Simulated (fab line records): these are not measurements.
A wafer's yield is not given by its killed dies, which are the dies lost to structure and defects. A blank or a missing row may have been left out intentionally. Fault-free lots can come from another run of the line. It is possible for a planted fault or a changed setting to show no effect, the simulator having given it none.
Matching of chambers -- flow n5Finfet -- aldSin-01 running N5_MOL_CONTACT_COAG_ALD_133: 4 sister chambers
The step deposits SiO2, target thk 5 nm, pulse time 1 s, co reactant pulse time 1 s. 8 wafers are shown with their chamber, then 9 later ones without.

WAFERS, EACH WITH ITS CHAMBER
wafer,chamber,heaterPowerW (W),precursorPulseHeightRel
L080.6,0,67,0.985
L082.2,2,93,1.001
L090.4,1,65,1.027
L090.5,0,66,1.046
L090.6,3,66,0.999
L092.1,1,66,1.009
L092.2,2,95,0.998
L092.4,3,67,0.996

WAFERS WITHOUT THEIR CHAMBER
wafer,heaterPowerW (W),precursorPulseHeightRel
L094.1,68,1.011
L094.2,93,1.008
L094.3,68,1.019
L094.4,64,1.015
L094.5,66,0.963
L094.6,70,1.033
L096.1,64,0.991
L096.2,68,0.985
L096.3,93,0.985

THE CHAMBER EACH PASSED THROUGH
wafer,from the rows above,in truth
L094.1,can't be placed: 0 or 3 or 1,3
L094.2,2,2
L094.3,can't be placed: 0 or 3 or 1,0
L094.4,can't be placed: 1 or 0 or 3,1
L094.5,can't be placed: 3 or 0 or 1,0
L094.6,can't be placed: 0 or 3 or 1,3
L096.1,can't be placed: 1 or 3 or 0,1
L096.2,can't be placed: 3 or 0 or 1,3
L096.3,2,2
Correctly placed: 2 of 9. Not placeable from these rows: 7 (in 7, the candidates include the true chamber). Number placed wrongly: 0.
How it was worked out, from the rows above alone: a wafer's distance from a chamber is the root of the sum, over the readings, of the square of ((its reading less the chamber's mean) divided by the reading's scatter). The wafer belongs to the nearest chamber; if the next one is less than 2 further off, it can't be placed. A chamber's mean is the mean of its shown wafers. How the scatter is found: for the shown wafers, subtract from each reading the mean of its chamber, square and add these, divide the total by (wafers less chambers), then take the root.
